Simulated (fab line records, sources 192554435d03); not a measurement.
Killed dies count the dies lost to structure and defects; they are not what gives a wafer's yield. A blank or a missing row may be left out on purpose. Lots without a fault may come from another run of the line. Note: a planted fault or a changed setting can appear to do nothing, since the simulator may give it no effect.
Struck lot and sound lot, side by side || flow n5 finfet || 39 out of 1938 route steps
Sound: wafers L157.3, L157.5, L157.6. The struck wafers were L152.2, L152.3, L152.5. The cause is named last.
Each step with rows lists, per side, the tool, then ch with its chambers, then its first start. Under that, the readings that differ: sound wafers || struck wafers || difference of the means || sigmas: that difference in standard deviations of wafers without a fault.
alike: readings with means less than 2 such deviations apart, plus words and numbers identical on both sides. not compared: withheld readings, readings lacking a value on some wafer, bounds such as >300 that could conceal the same value, and numbers that have no deviation in the record and whose values overlap.
A row with sigmas, a row that says differs or no value, or rows on one side alone: a step with any of these is where the two part. When numbers do not overlap yet have no deviation, they are printed without sigmas and do not part them. A reading that every wafer of one side lacks parts them only if that side has two wafers or more.

first, 11 steps without rows for these wafers: N5_BEOL_M2_STRIP_65 (strips in N2/H2); N5_BEOL_M2_STRIP_75 (strips in N2/H2); N5_BEOL_M2_STRIP_66 (strips in CF4); N5_BEOL_M2_HM_OPEN_17 (chemistry Cl2/BCl3, target TiN, target depth 20 nm, overetch 6 nm); N5_BEOL_M2_STRIP_19 (strips in O2); N5_BEOL_M2_COAT_67 (time 60 s, resist thk 60 nm); N5_BEOL_M2_COAT_68 (time 60 s, resist thk 12 nm); N5_BEOL_M2_COAT_76 (time 60 s, resist thk 5 nm); N5_BEOL_M2_COAT_22 (resist thk 30 nm); N5_BEOL_M2_EBR_24; N5_BEOL_M2_SOFTBAKE_23 (time 60 s).
N5_BEOL_M2_EXPOSE_25: exposes mask V1, defocus 5 nm.
  sound on euv scanner-01 ch 0, day 10 15:27; struck on euv scanner-02 ch 0, day 9 03:41
{"reading": "exposure dose mJ cm2", "sound": "62.80 62.84 62.77", "struck": "75.00 74.99 74.84", "difference": "+12.14", "sigmas": "+99 or more"}
  alike: mask
then, 2 steps without rows for these wafers: N5_BEOL_M2_PEB_26 (peb time 60 s); N5_BEOL_M2_DEVELOP_27 (develop time 30 s).
N5_BEOL_M2_CD_MEAS_28: target cd 26.2 nm, target cd y 24.1 nm.
  sound on cd sem-02 ch 0, day 10 15:35; struck on cd sem-03 ch 0, day 9 03:49
{"reading": "cd nm (nm)", "sound": "25.90 26.24 26.58", "struck": "29.49 29.66 29.78", "difference": "+3.40", "sigmas": "+14"}
then, 22 steps without rows for these wafers: N5_BEOL_M2_DESCUM_33 (chemistry O2, time 7 s); N5_BEOL_M2_ETCH_77 (etches underlayer in N2/H2, target depth 6.5 nm, time 5.2 s); N5_BEOL_M2_ETCH_69 (etches SiARC in CF4, target depth 15.6 nm, time 26 s); N5_BEOL_M2_ALD_98 (deposits SiO2, target thk 2.5 nm, pulse time 1 s, co reactant pulse time 1 s); N5_BEOL_M2_ETCHBACK_99 (etches SiO2 in CHF3, target depth 5 nm, time 10.4 s); N5_BEOL_M2_ETCH_70 (etches SOC in N2/H2, target depth 80 nm, overetch 24 nm, time 130 s); N5_BEOL_M2_STRIP_71 (strips in N2/H2); N5_BEOL_M2_STRIP_78 (strips in N2/H2); N5_BEOL_M2_VIA_ETCH_34 (etches the open film in C4F6/O2, target depth 69.4 nm, time 65.9 s); N5_BEOL_M2_STRIP_83 (strips in C4F6/O2); N5_BEOL_M2_STRIP_36 (strips in N2/H2); N5_BEOL_M2_TRENCH_ETCH_37 (etches SiOC in C4F6/O2, target depth 55.555 nm, time 29.2 s); N5_BEOL_M2_ETCH_41 (etches SiCN in CH3F/O2, target depth 29.9 nm, time 52.5 s); N5_BEOL_M2_STRIP_97 (strips in N2/H2, time 10 s); N5_BEOL_M2_HM_STRIP_39 (strips TiN in peroxide tin strip, target depth 25 nm, time 158 s); N5_BEOL_M2_SRD_40 (time 30 s); N5_BEOL_M2_PRECLEAN_42 (cleans in residue remover, time 60 s); N5_BEOL_M2_SRD_43 (time 30 s); N5_BEOL_M2_DEGAS_44 (time 60 s); N5_BEOL_M2_PRE_CLEAN_45 (time 30 s); N5_BEOL_M2_ALD_84 (deposits TaN, pulse time 2 s, purge time 3 s, co reactant purge time 2 s); N5_BEOL_M2_SURFACE_TREAT_85.
N5_BEOL_M4_RC_MEAS_101:
  sound on prober-02 ch 0, day 11 22:11; struck on prober-02 ch 0, day 10 15:18
{"reading": "CHAIN_V1 (ohm/link)", "sound": "231 236 216", "struck": "183 180 181", "difference": -46, "sigmas": -6}
{"reading": "CHAIN_V1_max_site (ohm/link)", "sound": "236 243 222", "struck": "190 191 187", "difference": -44, "sigmas": -5}
  alike: DIBL_N, DIBL_P, IOFF_N, IOFF_P, ION_N, ION_P, SS_N, SS_P, VT_N, VT_P
-- the record jumps here: 4 days lie between the struck wafers' starts before and after (it left off in module BEOL_M4 and takes up again in module PASSIVATION, whose first step shown is number 1936 of the route) --
N5_PASSIVATION_PROBE_49:
  the record has rows for the struck wafers here (prober-01, day 14 19:51) and none for the sound ones

## WHERE THEY PART
At N5_BEOL_M2_EXPOSE_25 first; at N5_PASSIVATION_PROBE_49 last (within this record only).

WHY: the cause the simulator had injected
Process parameter drift: euv scanner-02, from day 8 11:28 on, at N5_BEOL_M2_EXPOSE_25. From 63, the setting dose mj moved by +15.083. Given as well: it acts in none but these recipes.
